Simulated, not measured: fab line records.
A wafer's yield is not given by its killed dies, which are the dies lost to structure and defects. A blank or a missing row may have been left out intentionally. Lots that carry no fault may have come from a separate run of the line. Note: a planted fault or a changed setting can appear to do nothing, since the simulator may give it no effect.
A struck lot beside a sound one + flow nand harc + 15 out of 1159 route steps
Sound: wafers L156.1, L156.3, L156.5. Wafers struck: L158.3, L158.4, L158.6. At the end, the cause is stated.
Order at every step that has rows: each side's tool, ch and its chambers, its first start. Under that, the readings that differ: sound wafers + struck wafers + difference of the means + sigmas: that difference in standard deviations of wafers without a fault.
alike: readings whose means differ by less than 2 such deviations, and words and numbers that are the same on both sides. not compared: withheld readings, readings that some wafer has no value for, bounds like >300 that may hide the same value, and numbers for which the record gives no deviation and whose values overlap.
Wherever a step has rows on one side only, a row that says differs or no value, or a row with sigmas, the two part there. Numbers that have no deviation but don't overlap get no sigmas and don't part them. A reading that every wafer of one side lacks parts them only if that side has two wafers or more.

NHARC_P_BONDPAD_CD_MEAS_09 targets a cd of 500 nm.
  sound on cd sem-03 ch 0, day 6 20:04; struck on cd sem-03 ch 0, day 7 04:05
  alike: cd nm
NHARC_P_BONDPAD_OVL_MEAS_38:
  struck on overlay-01, day 7 04:10; sound on overlay-01, day 6 20:09
| reading           | sound       | struck | difference | sigmas |
|-------------------|-------------|--------|------------|--------|
| overlay y nm (nm) | -12 -12 -12 | 10 9 9 | +21        | +4     |
  alike: overlay x nm
then, 2 steps without rows for these wafers: NHARC_P_BONDPAD_HARDBAKE_10 (time 65 s); NHARC_P_BONDPAD_DESCUM_11 (chemistry O2, time 3 s).
NHARC_P_BONDPAD_ETCH_37: etches the open film in N2/H2, target depth 60 nm, overetch 18 nm, time 65.91 s.
  sound on rie diel-07 ch 1,2, day 6 20:26; struck on rie diel-12 ch 2,3, day 7 04:22
  alike: drypump motor current A, oes product au, rf vpp V, showerhead plenum p Torr, throttle valve pct
  not compared: rf hours counter h
NHARC_P_BONDPAD_ETCH_12: etches the open film in CHF3/O2, target depth 200 nm, time 100 s.
  sound: rie diel-07 ch 0,2,3; struck: rie diel-12 ch 2,3
  alike: chf3 flow sccm, drypump motor current A, oes product au, rf vpp V, showerhead plenum p Torr, throttle valve pct
  not compared: rf hours counter h
NHARC_P_BONDPAD_CD_MEAS_13:
  struck on cd sem-01, day 7 04:36; sound on cd sem-01, day 6 21:01
  alike: cd nm
NHARC_P_BONDPAD_STRIP_15: strips in O2.
  sound on rie diel-12 ch 0,3, day 6 21:07; struck on rie diel-12 ch 2,3, day 7 04:40
  alike: drypump motor current A, oes product au, rf vpp V, showerhead plenum p Torr, throttle valve pct
  not compared: rf hours counter h
then, 3 steps without rows for these wafers: NHARC_P_BONDPAD_ETCH_24 (etches the open film in CF4/N2, target depth 30 nm, time 72.99 s); NHARC_P_BONDPAD_STRIP_16 (strips in post etch residue remover, time 600 s); NHARC_P_BONDPAD_DEGAS_25 (time 60 s).
NHARC_P_BONDPAD_PRE_CLEAN_26: time 30 s.
  sound on pvd sputter-01; struck on pvd sputter-01
| reading              | sound                | struck               | difference | sigmas |
|----------------------|----------------------|----------------------|------------|--------|
| susceptor temp C (C) | 280.00 280.44 280.26 | 279.59 280.12 279.97 | -0.34      | -2     |
  alike: heater power w
NHARC_P_BONDPAD_PVD_17: deposits TaN, target thk 5 nm, time 8.06 s.
  struck on pvd sputter-01, day 7 05:36; sound on pvd sputter-01, day 6 21:51
  alike: throttle valve pct
NHARC_P_BONDPAD_PVD_27: deposits Cu, target thk 30 nm, time 20.49 s.
  sound on pvd sputter-01; struck on pvd sputter-01
  alike: throttle valve pct
-- the record jumps here: 13 days lie between the struck wafers' starts before and after (it left off in module P_BONDPAD and takes up again in module END, whose first step shown is number 1159 of the route) --
NHARC_END_SORT_01:
  sound on prober-01 ch 0, day 19 16:44; struck on prober-02 ch 0, day 19 18:19
  alike: defect limited yield, killed at array, killed at other, killed at periphery, killed dies, killed open, killed short, sort_bin_2_pct, sort_bin_3_pct, sort_bin_4_pct, sort n pass, sort rim yield pct, sort yield pct

WHERE THEY PART
At NHARC_P_BONDPAD_OVL_MEAS_38 first; at NHARC_P_BONDPAD_PRE_CLEAN_26 last (within this record only). Later steps at which nothing parts them and some readings are alike: NHARC_P_BONDPAD_PVD_17, NHARC_P_BONDPAD_PVD_27, NHARC_END_SORT_01.

WHY: what had been put in by the simulator
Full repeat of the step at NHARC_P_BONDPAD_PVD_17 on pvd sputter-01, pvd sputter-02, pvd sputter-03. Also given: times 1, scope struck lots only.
